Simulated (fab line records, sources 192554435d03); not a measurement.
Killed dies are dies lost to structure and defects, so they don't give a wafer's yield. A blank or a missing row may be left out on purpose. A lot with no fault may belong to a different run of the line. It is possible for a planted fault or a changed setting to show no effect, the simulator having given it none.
Lot-split experiment    flow n5Finfet    on a route of 1938 steps: 7 lots, 21 wafers read

== SPLIT DETAILS ==
At N5_BEOL_M5_ETCH_68 (etches SOC in N2/H2, target depth 80 nm, overetch 16 nm, time 120 s), the setting timeS was moved away from the recipe's 120 s on 6 of the 21 wafers read, by -9.2% to +20.2%. All remaining wafers had this setting at the recipe value.

The reading comes from the split's own step.

== THE READING ==
SiARC_of_BEOL_M5_COAT_66.thkNm (the simulator's own value, which no gauge read), in nm, at N5_BEOL_M5_ETCH_68 (etches SOC in N2/H2, target depth 80 nm, overetch 16 nm, time 120 s). The file gives no usual value for it. Average 6.4 nm, standard deviation 0.1 nm, over the 15 wafers here run with the recipe.

wafer   tool, chamber at the split  timeS as run, s  against the recipe  SiARC_of_BEOL_M5_COAT_66.thkNm, nm  against lot-mates on the recipe
L074.1  rieDiel-03, 2,3             120              recipe              6.6                                 -
L074.3  rieDiel-03, 2,3             120              recipe              6.6                                 -
L074.5  rieDiel-03, 1               120              recipe              6.4                                 -
L076.2  rieDiel-02, 0,1,0           120              recipe              6.4                                 -
L076.3  rieDiel-02, 0,1,0           120              recipe              6.4                                 -
L076.5  rieDiel-02, 0,1,0           120              recipe              6.4                                 -
L082.4  rieDiel-03, 3               120              recipe              6.6                                 -
L082.5  rieDiel-03, 3,2             144.2            +20.2%              5.4                                 -1.2
L082.6  rieDiel-03, 3,2             144.2            +20.2%              5.4                                 -1.2
L083.1  rieDiel-04, 3               120              recipe              6.2                                 -
L083.3  rieDiel-04, 0               108.9            -9.2%               7                                   +0.8
L083.5  rieDiel-04, 3               108.9            -9.2%               6.8                                 +0.6
L084.2  rieDiel-02, 2,3,1           120              recipe              6.4                                 -
L084.3  rieDiel-02, 2,3,1           120              recipe              6.4                                 -
L084.4  rieDiel-02, 2,3,1           120              recipe              6.4                                 -
L088.1  rieDiel-02, 3,1             120              recipe              6.4                                 -
L088.2  rieDiel-02, 3,1             120              recipe              6.4                                 -
L088.3  rieDiel-02, 0               141.3            +17.8%              5.4                                 -1.0
L090.1  rieDiel-02, 1,3             120              recipe              6.4                                 -
L090.2  rieDiel-02, 1,3             120              recipe              6.4                                 -
L090.4  rieDiel-02, 3               139.1            +15.9%              5.4                                 -1.0
Rows listing several chambers each stand for several wafers; the file does not say which wafer went through which chamber.

FIT RESULTS
A straight line over all 21 wafers: SiARC_of_BEOL_M5_COAT_66.thkNm changes by -0.0543 nm for each +1% of timeS; r = -0.98; the points scatter about the line by 0.11 nm.
The same after taking each lot's own level away (the mean of its wafers on the recipe; 21 wafers): -0.0619 nm for each +1%; r = -0.99; scatter 0.067 nm.
The reading moves by 1.2 nm for the largest change in timeS, on that fit.
The lots' own levels span 6.20 to 6.60 nm, that is 4.0 times the standard deviation above.
So the slope is not independent of the lot-to-lot level: the two fits are not the same.
Check: -1.24 nm against its lot-mates is what the line predicts for one of the wafers moved furthest among these (+20.2%) when that wafer is left out of the fit. Against them it came out at -1.2 nm.

== FURTHER SPLITS ON THESE WAFERS ==
Before the reading, these wafers also passed through other splits. Each is held against what the fit with the lots' levels taken away leaves over:
other split on the same wafers   wafers away from the commonest value  r with SiARC_of_BEOL_M5_COAT_66.thkNm (lot level and that fit taken away)
N5_BEOL_M2_ETCH_69 biasW         9                                     +0.07
N5_BEOL_M3_COAT_22 spinRpm       5                                     +0.21
N5_BEOL_M3_EXPOSE_25 doseMj      8                                     -0.18
N5_BEOL_M4_COAT_05 spinRpm       8                                     -0.02
N5_BEOL_M4_ETCH_70 timeS         9                                     -0.01
N5_BEOL_M4_TRENCH_ETCH_37 timeS  4                                     +0.03

== THE FILE'S OWN FIT ==
SiARC_of_BEOL_M5_COAT_66.thkNm changes by -0.0607 nm for each +1% of timeS, r = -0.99.
